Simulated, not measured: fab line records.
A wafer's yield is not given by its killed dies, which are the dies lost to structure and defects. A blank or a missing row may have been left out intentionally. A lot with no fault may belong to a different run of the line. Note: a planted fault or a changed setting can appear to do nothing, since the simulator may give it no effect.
What tool caused it?    flow nandHarc    Sampling: 12 lots, 36 wafers, 6 of 1159 route steps

## WHAT THE GAUGES SHOWED, per wafer
NHARC_A_BLC_CD_MEAS_10: the cd target is 100 nm. Usual: cdNm 100.1 nm, standard deviation 0.74.
lot   measured      on        cdNm (nm)          flag
L501  day 17 17:32  cdSem-03  101.3 99.8 99.8    
L504  day 17 21:11  cdSem-02  100.7 100.8 102.3  
L508  day 19 11:26  cdSem-03  99.4 101.1 100.3   
L510  day 19 17:17  cdSem-01  99.9 100.3 100.6   
L509  day 19 17:29  cdSem-02  99.3 99.3 100.0    
L507  day 19 17:55  cdSem-02  99.2 99.9 98.9     
L511  day 20 09:20  cdSem-03  101.2 100.3 99.8   
L512  day 20 13:29  cdSem-03  99.2 100.4 99.8    
L520  day 22 02:20  cdSem-02  95.9 97.0 97.7     OFF
L521  day 22 16:17  cdSem-01  99.4 99.5 99.3     
L518  day 22 19:53  cdSem-03  96.3 96.9 97.9     OFF
L522  day 23 11:25  cdSem-03  97.1 98.1 98.1     OFF

NHARC_END_SORT_01. Usual: killedAtArray 27, standard deviation 12; killedAtOther 0.9, standard deviation 1.1; killedAtPeriphery 3.2, standard deviation 2.4; killedDies 31, standard deviation 12; killedOpen 3.3, standard deviation 1.7; killedShort 2.0, standard deviation 1.6.
lot   measured      on         killedAtArray  killedAtOther  killedAtPeriphery  killedDies  killedOpen  killedShort  flag
L508  day 24 05:25  prober-01  20 20 21       0 1 0          4 4 5              24 25 26    4 4 3       1 1 1        
L510  day 24 19:15  prober-02  51 35 41       1 1 4          5 2 9              57 38 54    6 1 7       6 1 3        
L507  day 24 14:51  prober-01  30             0              7                  37          4           0            
L511  day 25 04:38  prober-02  41 41 47       0 1 3          1 5 4              42 47 54    1 5 5       4 2 2        
L512  day 25 11:40  prober-02  21 22          0 2            5 3                26 27       6 5         2 2          

## WHAT TOOL EACH LOT RAN ON (gives the tool, then ch and the chambers of the sampled wafers, and finally the start)
lot   NHARC_A_CONTACT_ALD_18              NHARC_A_CONTACT_CMP_20         NHARC_A_BLC_PEB_08                NHARC_A_BLC_ETCH_18
L501  aldMetal-04 ch 0,1,3, day 17 13:35  cmp-02 ch 0,1,2, day 17 16:44  lithoTrack-06 ch 0, day 17 17:27  rieDiel-04 ch 1,3, no start
L504  aldMetal-04 ch 0,2, day 17 19:11    cmp-02 ch 0,1,3, day 17 20:16  lithoTrack-06 ch 0, day 17 21:07  rieDiel-04 ch 1,2,3, no start
L508  aldMetal-03 ch 0,2,3, day 19 05:25  cmp-02 ch 0,1,2, day 19 10:33  lithoTrack-06 ch 0, day 19 11:20  rieDiel-04 ch 0,1,2, day 24 05:25 or earlier
L510  aldMetal-02 ch 0,1,2, day 19 13:34  cmp-04 ch 1,2,3, day 19 16:24  lithoTrack-04 ch 0, day 19 17:12  rieDiel-01 ch 0,1, day 24 19:15 or earlier
L509  aldMetal-04 ch 0,1, day 19 14:27    cmp-01 ch 0,1,3, day 19 16:36  lithoTrack-04 ch 0, day 19 17:25  rieDiel-12 ch 2,3, no start
L507  aldMetal-03 ch 0,1, day 19 16:02    cmp-02 ch 0,1,3, day 19 17:11  lithoTrack-04 ch 0, day 19 17:50  rieDiel-04 ch 2,3, day 24 14:51 or earlier
L511  aldMetal-02 ch 1,2, day 20 05:38    cmp-04 ch 0,2,3, day 20 08:27  lithoTrack-06 ch 0, day 20 09:15  rieDiel-01 ch 0,1,3, day 25 04:38 or earlier
L512  aldMetal-03 ch 0,1,3, day 20 11:35  cmp-01 ch 1,2,3, day 20 12:41  lithoTrack-04 ch 0, day 20 13:24  rieDiel-01 ch 1,2,3, day 25 11:40 or earlier
L520  aldMetal-04 ch 0,1,2, day 22 00:28  cmp-02 ch 0,2, day 22 01:35    lithoTrack-06 ch 0, day 22 02:16  rieDiel-04 ch 0,3, no start
L521  aldMetal-02 ch 0,2,3, day 22 10:47  cmp-02 ch 0,1,3, day 22 15:22  lithoTrack-04 ch 0, day 22 16:13  rieDiel-01 ch 0,2,3, no start
L518  aldMetal-04 ch 0,1, day 22 12:17    cmp-04 ch 1,2,3, day 22 19:02  lithoTrack-06 ch 0, day 22 19:49  rieDiel-04 ch 1,3, no start
L522  aldMetal-02 ch 0,1,3, day 23 03:43  cmp-02 ch 0,1,3, day 23 10:33  lithoTrack-06 ch 0, day 23 11:20  rieDiel-04 ch 1,2,3, no start
- NHARC_A_CONTACT_ALD_18: deposits TiN, target thk 3 nm, pulse time 1 s, ald cycles 150.
- NHARC_A_CONTACT_CMP_20: polishes, t overpolish 30 s, target thk 300 nm.
- NHARC_A_BLC_PEB_08: peb time 65 s.
- NHARC_A_BLC_ETCH_18: etches the open film in C4F8/O2/Ar, target depth 910 nm.

## AS READ BY THE TOOLS THEMSELVES (means over the sampled wafers that have a number; for cases with no such wafer, the mark the record gives instead)
NHARC_A_CONTACT_ALD_18. Usual: heaterPowerW 1058 W, standard deviation 97; precursorPulseHeightRel 0.999, standard deviation 0.021.
lot   tool         heaterPowerW (W)  precursorPulseHeightRel  flag
L501  aldMetal-04  1022              0.988                    
L504  aldMetal-04  955               0.985                    
L508  aldMetal-03  1133              1.010                    
L510  aldMetal-02  1066              1.004                    
L509  aldMetal-04  1093              1.008                    
L507  aldMetal-03  1042              0.998                    
L511  aldMetal-02  1057              1.011                    
L512  aldMetal-03  1053              1.018                    
L520  aldMetal-04  999               0.975                    
L521  aldMetal-02  1116              0.998                    
L518  aldMetal-04  1032              0.996                    
L522  aldMetal-02  1106              0.997                    

NHARC_A_CONTACT_CMP_20. Usual: motorCurrentA 11.8 A, standard deviation 0.99; overpolishRunS 30.000 s, standard deviation 0.0092; slurryFilterDpKPa 13.52 kPa, standard deviation 0.13; slurryFlowMlMin 150.0, standard deviation 0.4; timeToEndpointS 63 s, standard deviation 3.8.
lot   tool    motorCurrentA (A)  overpolishRunS (s)  slurryFilterDpKPa (kPa)  slurryFlowMlMin  timeToEndpointS (s)  flag
L501  cmp-02  11.6               29.998              13.60                    150.3            64                   
L504  cmp-02  11.8               30.008              13.50                    150.3            66                   
L508  cmp-02  11.4               30.008              13.52                    149.8            62                   
L510  cmp-04  12.0               30.003              13.45                    150.0            67                   
L509  cmp-01  11.8               30.001              13.58                    149.8            63                   
L507  cmp-02  11.6               30.009              13.61                    150.1            60                   
L511  cmp-04  11.9               29.994              13.56                    149.8            64                   
L512  cmp-01  12.1               30.006              13.57                    149.9            60                   
L520  cmp-02  10.9               30.016              13.54                    150.2            62                   
L521  cmp-02  11.1               30.005              13.58                    150.2            64                   
L518  cmp-04  12.2               29.998              13.52                    150.1            65                   
L522  cmp-02  11.3               29.998              13.56                    150.0            68                   

NHARC_A_BLC_PEB_08. Usual: heaterPowerTotalW 156.6 W, standard deviation 0.43; plateTempC 100.04 C, standard deviation 0.13.
lot   tool           heaterPowerTotalW (W)  plateTempC (C)  flag
L501  lithoTrack-06  156.7                  100.08          
L504  lithoTrack-06  156.5                  100.08          
L508  lithoTrack-06  156.5                  100.10          
L510  lithoTrack-04  156.4                  99.96           
L509  lithoTrack-04  156.8                  100.11          
L507  lithoTrack-04  156.3                  100.05          
L511  lithoTrack-06  156.3                  100.00          
L512  lithoTrack-04  156.8                  99.81           
L520  lithoTrack-06  154.5                  99.13           OFF
L521  lithoTrack-04  156.5                  99.92           
L518  lithoTrack-06  154.6                  99.19           OFF
L522  lithoTrack-06  154.0                  99.06           OFF

NHARC_A_BLC_ETCH_18. Usual: chamberPressureMTorr 24.999 mTorr, standard deviation 0.02; oesProductAu 0.952 a.u., standard deviation 0.023; rfVppV 978 V, standard deviation 5.1.
lot   tool        chamberPressureMTorr (mTorr)  oesProductAu (a.u.)  rfVppV (V)  flag
L501  rieDiel-04  24.978                        0.927                979         
L504  rieDiel-04  24.994                        0.930                981         
L508  rieDiel-04  24.996                        0.987                978         
L510  rieDiel-01  25.015                        0.951                973         
L509  rieDiel-12  25.001                        0.995                983         
L507  rieDiel-04  25.010                        0.933                982         
L511  rieDiel-01  25.004                        0.971                975         
L512  rieDiel-01  25.015                        0.953                977         
L520  rieDiel-04  24.993                        0.950                975         
L521  rieDiel-01  24.999                        0.967                979         
L518  rieDiel-04  24.992                        0.933                976         
L522  rieDiel-04  24.996                        0.969                980         

## THE ANSWER, worked out from the rows above alone
Rule: a lot is off if the mean of its wafers that have a number lies more than 3 standard deviations from the usual mean. A lot without any number at a reading at which 4 lots or more have one is off too. Where the step has rows for the other lots, those lots are counted as sound. The gauges are gone through in route order, then the tools' own readings, and for those a lot's mean is taken as printed above. The first step at which some lot is off is used, and at that step the reading that is off furthest; a lot without a number counts as furthest.
Off: L520, L518, L522 (NHARC_A_BLC_CD_MEAS_10, cdNm).
A tool fits if, at a process step before that reading, it ran every lot that is off, and no sound lot after the first of them. Not tried: the gauges at NHARC_A_BLC_CD_MEAS_10; whatever is off there is also off at NHARC_A_BLC_PEB_08, on other tools, and gauge error can't account for it. One candidate fits, namely lithoTrack-06 at NHARC_A_BLC_PEB_08. A fault onset in the window from L511 (day 20 09:15, its last sound lot) to L520 (day 22 02:16, its first lot off) fits.
The tool's own readings at NHARC_A_BLC_PEB_08 bear it out: on the lots that are off they differ by more than 5 times the standard deviation of the sound lots' means. heaterPowerTotalW reads 154.4 W there against 156.5 W on the sound lots; plateTempC reads 99.13 C there against 100.01 C on the sound lots.

## WHAT WAS PUT IN BY THE SIMULATOR
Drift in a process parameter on lithoTrack-06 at NHARC_A_BLC_PEB_08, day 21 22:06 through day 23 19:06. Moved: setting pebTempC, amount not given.
Lots struck among those shown: L520, L518, L522. Same finding as the rule above.
